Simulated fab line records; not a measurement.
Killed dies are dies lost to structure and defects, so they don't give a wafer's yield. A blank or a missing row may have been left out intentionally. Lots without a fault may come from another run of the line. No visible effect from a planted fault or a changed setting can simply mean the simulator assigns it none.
Which tool is to blame? | flow nandHarc | 24 lots, 72 wafers sampled, at 6 steps of a route of 1302

== WHAT THE GAUGES SHOWED, per wafer ==
NHARC_P_STI_OCD_MEAS_43. Usual: trenchDepthNm 300 nm, standard deviation 5.8; trenchFootCdNm 156.9 nm, standard deviation 2.9.
lot  | measured     | on     | trenchDepthNm (nm) | trenchFootCdNm (nm) | flag
L074 | day 2 22:49  | ocd-01 | 292 303 299        | 158.7 156.6 156.8   | 
L075 | day 3 10:52  | ocd-02 | 295 307 294        | 156.5 148.6 150.8   | 
L076 | day 3 18:09  | ocd-02 | 295 294 295        | 159.1 158.8 156.7   | 
L077 | day 4 02:13  | ocd-01 | 299 302 300        | 156.3 159.3 160.1   | 
L078 | day 4 13:25  | ocd-01 | 295 294 291        | 155.5 157.1 160.1   | 
L079 | day 4 22:19  | ocd-02 | 310 305 300        | 155.3 158.1 158.1   | 
L080 | day 5 09:32  | ocd-02 | 302 296 304        | 159.7 162.6 156.1   | 
L081 | day 5 20:10  | ocd-02 | 292 304 293        | 161.4 161.3 162.7   | 
L082 | day 6 05:59  | ocd-01 | 300 292 301        | 156.7 155.4 155.4   | 
L083 | day 6 16:53  | ocd-01 | 295 302 299        | 157.5 154.4 156.5   | 
L084 | day 7 01:17  | ocd-01 | 305 302 295        | 159.3 162.1 156.9   | 
L085 | day 7 12:08  | ocd-02 | 310 299 296        | 152.2 157.6 157.4   | 
L086 | day 7 23:22  | ocd-01 | 295 300 297        | 153.5 153.5 154.9   | 
L087 | day 8 08:19  | ocd-02 | 297 308 306        | 156.9 152.6 152.6   | 
L088 | day 8 18:34  | ocd-01 | 308 303 296        | 154.0 156.6 159.2   | 
L089 | day 9 03:45  | ocd-02 | 303 298 314        | 156.3 152.8 154.5   | 
L090 | day 9 15:20  | ocd-02 | 305 307 301        | 153.1 157.4 155.8   | 
L091 | day 9 21:19  | ocd-02 | 314 292 295        | 154.8 160.4 163.0   | 
L092 | day 10 07:46 | ocd-01 | 298 304 304        | 158.8 160.8 153.8   | 
L093 | day 10 18:16 | ocd-02 | 290 297 301        | 157.5 156.4 154.9   | 
L094 | day 11 04:23 | ocd-01 | 308 303 293        | 157.6 156.7 158.9   | 
L095 | day 11 14:16 | ocd-02 | 300 302 297        | 156.9 156.1 157.5   | 
L096 | day 12 02:00 | ocd-02 | 307 309 310        | 160.8 154.5 155.0   | 
L097 | day 12 09:47 | ocd-02 | 305 305 306        | 158.7 161.3 155.0   | 

NHARC_P_CONTACT_OVL_MEAS_13. Usual: overlayXNm 0.1 nm, standard deviation 0.96; overlayYNm 0.1 nm, standard deviation 0.75.
lot  | measured     | on         | overlayXNm (nm) | overlayYNm (nm) | flag
L074 | day 5 21:40  | overlay-02 | 0.6 0.8 0.6     | -0.2 -0.3 -0.4  | 
L075 | day 6 12:05  | overlay-01 | 1.2 1.0 0.8     | 1.2 1.6 1.4     | 
L076 | day 6 14:48  | overlay-02 | 0.5 0.7 0.5     | 0.8 1.5 1.1     | 
L077 | day 7 01:24  | overlay-02 | -0.7 -0.7 -1.0  | 0.5 0.7 0.9     | 
L078 | day 7 16:04  | overlay-02 | -2.1 -2.1 -2.5  | -0.5 -0.4 -0.3  | 
L079 | day 7 21:05  | overlay-01 | -1.2 -0.7 -0.4  | 0.2 0.0 0.0     | 
L080 | day 8 09:04  | overlay-01 | -0.5 -0.5 -0.1  | -0.1 -0.2 0.2   | 
L081 | day 8 16:53  | overlay-01 | -1.3 -0.5 -0.6  | 0.6 0.8 0.8     | 
L082 | day 9 07:19  | overlay-01 | 0.5 0.3 -0.1    | -0.6 -1.1 -0.6  | 
L083 | day 9 15:37  | overlay-02 | 0.2 0.7 0.4     | 0.8 0.8 0.6     | 
L084 | day 10 05:14 | overlay-02 | -0.3 -0.4 -1.0  | -0.8 -0.2 -0.3  | 
L085 | day 10 11:25 | overlay-01 | 1.8 1.6 2.0     | 0.8 0.3 0.5     | 
L086 | day 11 00:10 | overlay-02 | -0.3 0.0 0.3    | 0.2 0.8 0.2     | 
L087 | day 11 03:53 | overlay-02 | 0.3 -0.4 0.2    | -0.9 -1.1 -0.9  | 
L088 | day 12 04:41 | overlay-01 | 1.3 1.4 1.2     | -1.0 -0.9 -1.2  | 
L089 | day 12 01:32 | overlay-02 | -0.2 -0.3 -0.2  | 0.0 0.1 -0.1    | 
L090 | day 12 14:55 | overlay-02 | 0.6 1.0 0.7     | -1.0 -1.1 -1.0  | 
L091 | day 12 19:52 | overlay-02 | -0.3 -0.6 -0.9  | 0.0 -0.3 -0.1   | 
L092 | day 13 08:11 | overlay-02 | 0.5 -0.1 0.1    | 0.4 0.4 0.4     | 
L093 | day 13 19:14 | overlay-01 | 0.2 0.1 0.0     | -0.1 -0.2 -0.4  | 
L094 | day 14 01:46 | overlay-01 | 1.6 1.6 1.3     | 0.5 0.2 0.0     | 
L095 | day 14 14:17 | overlay-02 | 0.3 0.5 0.4     | 1.0 1.0 1.3     | 
L096 | day 15 00:29 | overlay-01 | -2.3 -1.7 -1.8  | -0.6 -0.4 -0.5  | 
L097 | day 15 07:44 | overlay-02 | 0.9 1.5 1.0     | 0.0 -0.2 -0.1   | 

NHARC_P_BONDPAD_CD_MEAS_09: the cd target is 500 nm. Usual: cdNm 499.6 nm, standard deviation 2.2.
lot  | measured     | on       | cdNm (nm)         | flag
L074 | day 6 14:47  | cdSem-03 | 500.6 500.2 499.1 | 
L075 | day 7 05:05  | cdSem-01 | 499.3 496.2 498.7 | 
L076 | day 7 07:43  | cdSem-01 | 503.3 501.5 499.0 | 
L077 | day 7 18:34  | cdSem-03 | 499.3 502.0 499.8 | 
L078 | day 8 09:11  | cdSem-03 | 503.5 499.8 500.2 | 
L079 | day 8 14:29  | cdSem-01 | 498.5 500.5 497.7 | 
L080 | day 9 01:59  | cdSem-03 | 500.3 500.6 497.6 | 
L081 | day 9 09:52  | cdSem-01 | 496.6 500.6 502.6 | 
L082 | day 9 23:58  | cdSem-02 | 498.2 499.2 497.5 | 
L083 | day 10 08:41 | cdSem-02 | 501.2 503.2 502.0 | 
L084 | day 10 22:45 | cdSem-01 | 502.8 499.3 498.7 | 
L085 | day 11 04:25 | cdSem-01 | 500.2 500.3 504.7 | 
L086 | day 11 17:10 | cdSem-03 | 498.6 496.6 497.9 | 
L087 | day 11 20:50 | cdSem-02 | 497.7 496.5 497.5 | 
L088 | day 12 21:17 | cdSem-02 | 499.5 500.7 499.4 | 
L089 | day 12 18:32 | cdSem-02 | 498.0 496.7 496.1 | 
L090 | day 13 07:38 | cdSem-01 | 502.4 499.9 499.7 | 
L091 | day 13 12:40 | cdSem-03 | 497.2 497.3 503.2 | 
L092 | day 14 01:07 | cdSem-03 | 501.2 498.7 498.6 | 
L093 | day 14 12:10 | cdSem-03 | 501.1 502.8 497.6 | 
L094 | day 14 18:59 | cdSem-01 | 503.1 498.6 499.2 | 
L095 | day 15 07:42 | cdSem-01 | 500.1 500.2 499.3 | 
L096 | day 15 17:11 | cdSem-02 | 500.1 495.6 501.3 | 
L097 | day 16 00:32 | cdSem-03 | 496.2 499.0 498.9 | 

== TOOL THAT RAN EACH LOT (tool first, then ch and the chambers of the sampled wafers, then the start) ==
lot  | NHARC_P_CONTACT_CMP_24        | NHARC_P_M0_STRIP_18               | NHARC_P_M1_DEGAS_29
L074 | cmp-01 ch 0,1, day 6 00:27    | rieDiel-08 ch 0,1,3, day 6 02:25  | pvdSputter-02, day 6 07:13
L075 | cmp-01 ch 0,1, day 6 14:53    | rieDiel-04 ch 0,1,3, day 6 16:44  | pvdSputter-02, day 6 21:32
L076 | cmp-04 ch 0,2,3, day 6 17:37  | rieDiel-04 ch 1,2,3, day 6 19:30  | pvdSputter-01, day 7 00:18
L077 | cmp-01 ch 1,3, day 7 04:11    | rieDiel-08 ch 1,2, day 7 06:07    | pvdSputter-01, day 7 10:52
L078 | cmp-02 ch 0,2,3, day 7 19:28  | rieDiel-10 ch 1,3, day 7 21:19    | pvdSputter-03, day 8 01:55
L079 | cmp-02 ch 1,2,3, day 8 00:30  | rieDiel-04 ch 0,2,3, day 8 02:22  | pvdSputter-02, day 8 07:05
L080 | cmp-04 ch 1,2, day 8 11:51    | rieDiel-10 ch 2,3, day 8 13:44    | pvdSputter-03, day 8 18:30
L081 | cmp-02 ch 0,3, day 8 19:43    | rieDiel-08 ch 2,3, day 8 21:43    | pvdSputter-01, day 9 02:15
L082 | cmp-01 ch 2,3, day 9 10:08    | rieDiel-10 ch 0,1,2, day 9 12:04  | pvdSputter-02, day 9 16:36
L083 | cmp-01 ch 1,3, day 9 18:25    | rieDiel-04 ch 0,2,3, day 9 20:20  | pvdSputter-03, day 10 00:52
L084 | cmp-04 ch 1,3, day 10 08:07   | rieDiel-04 ch 0,1,2, day 10 10:02 | pvdSputter-02, day 10 14:46
L085 | cmp-04 ch 0,1,3, day 10 14:11 | rieDiel-04 ch 0,2, day 10 16:06   | pvdSputter-03, day 10 20:46
L086 | cmp-04 ch 0,2,3, day 11 02:58 | rieDiel-04 ch 1,2,3, day 11 04:49 | pvdSputter-02, day 11 09:31
L087 | cmp-01 ch 1,2,3, day 11 06:41 | rieDiel-04 ch 1,2,3, day 11 08:31 | pvdSputter-02, day 11 13:29
L088 | cmp-02 ch 0,1,2, day 12 07:30 | rieDiel-10 ch 0,3, day 12 09:16   | pvdSputter-02, day 12 13:50
L089 | cmp-04 ch 2,3, day 12 04:19   | rieDiel-04 ch 0,3, day 12 06:05   | pvdSputter-03, day 12 10:38
L090 | cmp-01 ch 0,1,2, day 12 17:43 | rieDiel-04 ch 0,2, day 12 19:36   | pvdSputter-01, day 13 00:09
L091 | cmp-04 ch 0,1,2, day 12 22:40 | rieDiel-04 ch 1,2,3, day 13 00:34 | pvdSputter-03, day 13 05:17
L092 | cmp-01 ch 0,2,3, day 13 11:01 | rieDiel-04 ch 1,2,3, day 13 12:58 | pvdSputter-02, day 13 17:42
L093 | cmp-01 ch 2,3, day 13 22:01   | rieDiel-08 ch 0,3, day 13 23:56   | pvdSputter-03, day 14 04:41
L094 | cmp-01 ch 0,1,2, day 14 04:34 | rieDiel-04 ch 0,1,2, day 14 06:49 | pvdSputter-01, day 14 11:30
L095 | cmp-04 ch 0,3, day 14 17:32   | rieDiel-04 ch 0,1, day 14 19:24   | pvdSputter-02, day 15 00:10
L096 | cmp-01 ch 1,2, day 15 03:16   | rieDiel-04 ch 1,3, day 15 05:07   | pvdSputter-02, day 15 09:57
L097 | cmp-01 ch 0,1,2, day 15 10:34 | rieDiel-08 ch 1,3, day 15 12:25   | pvdSputter-02, day 15 16:59
- NHARC_P_CONTACT_CMP_24: polishes, t overpolish 30 s, target thk 200 nm.
- NHARC_P_M0_STRIP_18: strips in N2/H2.
- NHARC_P_M1_DEGAS_29: time 60 s.

== AS READ BY THE TOOLS THEMSELVES (means over the sampled wafers that have a number; for cases with no such wafer, the mark the record gives instead) ==
NHARC_P_CONTACT_CMP_24. Usual: motorCurrentA 11.5 A, standard deviation 1.1; overpolishRunS 30.001 s, standard deviation 0.0095; timeToEndpointS 38 s, standard deviation 3.9.
lot  | tool   | motorCurrentA (A) | overpolishRunS (s) | timeToEndpointS (s) | flag
L074 | cmp-01 | 10.4              | 29.994             | 38                  | 
L075 | cmp-01 | 10.7              | 29.996             | 39                  | 
L076 | cmp-04 | 12.4              | 29.997             | 41                  | 
L077 | cmp-01 | 10.6              | 30.002             | 39                  | 
L078 | cmp-02 | 11.7              | 30.000             | 36                  | 
L079 | cmp-02 | 11.2              | 30.007             | 35                  | 
L080 | cmp-04 | 13.7              | 29.995             | 37                  | 
L081 | cmp-02 | 10.7              | 30.007             | 38                  | 
L082 | cmp-01 | 11.3              | 30.008             | 38                  | 
L083 | cmp-01 | 10.5              | 29.998             | 45                  | 
L084 | cmp-04 | 11.4              | 30.010             | 38                  | 
L085 | cmp-04 | 11.7              | 29.993             | 41                  | 
L086 | cmp-04 | 12.4              | 29.995             | 40                  | 
L087 | cmp-01 | 10.9              | 30.007             | 40                  | 
L088 | cmp-02 | 12.1              | 30.004             | 38                  | 
L089 | cmp-04 | 13.1              | 30.008             | 41                  | 
L090 | cmp-01 | 10.9              | 29.995             | 38                  | 
L091 | cmp-04 | 13.0              | 29.990             | 40                  | 
L092 | cmp-01 | 11.7              | 30.002             | 36                  | 
L093 | cmp-01 | 11.8              | 29.999             | 35                  | 
L094 | cmp-01 | 11.2              | 29.996             | 37                  | 
L095 | cmp-04 | 12.1              | 30.000             | 39                  | 
L096 | cmp-01 | 11.1              | 30.005             | 37                  | 
L097 | cmp-01 | 10.8              | 30.006             | 36                  | 

NHARC_P_M0_STRIP_18. Usual: drypumpMotorCurrentA 5.7 A, standard deviation 0.51; n2FlowSccm 150.0 sccm, standard deviation 0.48; oesProductAu 1.002 a.u., standard deviation 0.013; rfVppV 90.6 V, standard deviation 1; showerheadPlenumPTorr 2.04 Torr, standard deviation 0.1; throttleValvePct 14.171 %, standard deviation 0.0089.
lot  | tool       | drypumpMotorCurrentA (A) | n2FlowSccm (sccm) | oesProductAu (a.u.) | rfVppV (V) | showerheadPlenumPTorr (Torr) | throttleValvePct (%) | flag
L074 | rieDiel-08 | 5.5                      | 149.6             | 1.007               | 90.4       | 2.04                         | 14.172               | 
L075 | rieDiel-04 | 5.5                      | 149.9             | 1.006               | 90.5       | 2.05                         | 14.161               | 
L076 | rieDiel-04 | 5.6                      | 149.7             | 0.995               | 89.9       | 1.99                         | 14.169               | 
L077 | rieDiel-08 | 5.8                      | 149.7             | 0.995               | 90.3       | 2.09                         | 14.167               | 
L078 | rieDiel-10 | 5.6                      | 150.0             | 0.978               | 91.7       | 2.13                         | 14.176               | 
L079 | rieDiel-04 | 5.8                      | 149.9             | 1.001               | 89.9       | 2.02                         | 14.169               | 
L080 | rieDiel-10 | 5.3                      | 150.1             | 1.002               | 90.0       | 1.96                         | 14.176               | 
L081 | rieDiel-08 | 5.5                      | 149.9             | 1.006               | 90.5       | 2.10                         | 14.174               | 
L082 | rieDiel-10 | 5.2                      | 150.0             | 0.988               | 90.4       | 1.99                         | 14.173               | 
L083 | rieDiel-04 | 5.8                      | 149.8             | 1.001               | 90.7       | 2.02                         | 14.176               | 
L084 | rieDiel-04 | 6.0                      | 150.3             | 0.999               | 91.4       | 2.07                         | 14.170               | 
L085 | rieDiel-04 | 6.1                      | 149.6             | 1.005               | 91.8       | 2.10                         | 14.168               | 
L086 | rieDiel-04 | 5.6                      | 149.9             | 1.000               | 90.6       | 1.98                         | 14.172               | 
L087 | rieDiel-04 | 5.6                      | 150.1             | 0.996               | 90.4       | 1.98                         | 14.182               | 
L088 | rieDiel-10 | 5.3                      | 150.1             | 1.001               | 91.7       | 2.17                         | 14.163               | 
L089 | rieDiel-04 | 5.7                      | 150.2             | 1.000               | 90.0       | 2.08                         | 14.172               | 
L090 | rieDiel-04 | 6.1                      | 149.9             | 1.006               | 90.6       | 2.09                         | 14.174               | 
L091 | rieDiel-04 | 5.6                      | 150.7             | 1.005               | 90.4       | 1.98                         | 14.173               | 
L092 | rieDiel-04 | 5.6                      | 150.5             | 1.002               | 90.2       | 1.98                         | 14.179               | 
L093 | rieDiel-08 | 5.4                      | 149.9             | 1.016               | 89.5       | 2.03                         | 14.169               | 
L094 | rieDiel-04 | 6.0                      | 150.1             | 1.005               | 91.0       | 2.06                         | 14.168               | 
L095 | rieDiel-04 | 5.7                      | 149.8             | 1.009               | 90.5       | 2.10                         | 14.175               | 
L096 | rieDiel-04 | 5.3                      | 149.2             | 0.997               | 90.9       | 2.02                         | 14.169               | 
L097 | rieDiel-08 | 5.2                      | 149.7             | 1.018               | 91.1       | 2.09                         | 14.169               | 

NHARC_P_M1_DEGAS_29. Usual: heaterPowerW 352 W, standard deviation 43.
lot  | tool          | heaterPowerW (W) | flag
L074 | pvdSputter-02 | 367              | 
L075 | pvdSputter-02 | 368              | 
L076 | pvdSputter-01 | 354              | 
L077 | pvdSputter-01 | 328              | 
L078 | pvdSputter-03 | 346              | 
L079 | pvdSputter-02 | 310              | 
L080 | pvdSputter-03 | 332              | 
L081 | pvdSputter-01 | 328              | 
L082 | pvdSputter-02 | 330              | 
L083 | pvdSputter-03 | 322              | 
L084 | pvdSputter-02 | 363              | 
L085 | pvdSputter-03 | 322              | 
L086 | pvdSputter-02 | 321              | 
L087 | pvdSputter-02 | 359              | 
L088 | pvdSputter-02 | 362              | 
L089 | pvdSputter-03 | 374              | 
L090 | pvdSputter-01 | 324              | 
L091 | pvdSputter-03 | 354              | 
L092 | pvdSputter-02 | 411              | 
L093 | pvdSputter-03 | 330              | 
L094 | pvdSputter-01 | 337              | 
L095 | pvdSputter-02 | 366              | 
L096 | pvdSputter-02 | 325              | 
L097 | pvdSputter-02 | 321              | 

== THE ANSWER, worked out from the rows above alone ==
Rule: a lot is off if the mean of its wafers that have a number lies more than 3 standard deviations from the usual mean. Also off: a lot with no number at a reading for which 4 or more lots have one. All remaining lots with rows at the step are treated as sound. First the gauges in route order, then the tools' own readings, where a lot's mean is used as printed above. The first step at which some lot is off is used, and at that step the reading that is off furthest; a lot without a number counts as furthest.
No lot is off on any of the readings shown, so nothing can be concluded from this.

== WHAT THE SIMULATOR HAD INSERTED ==
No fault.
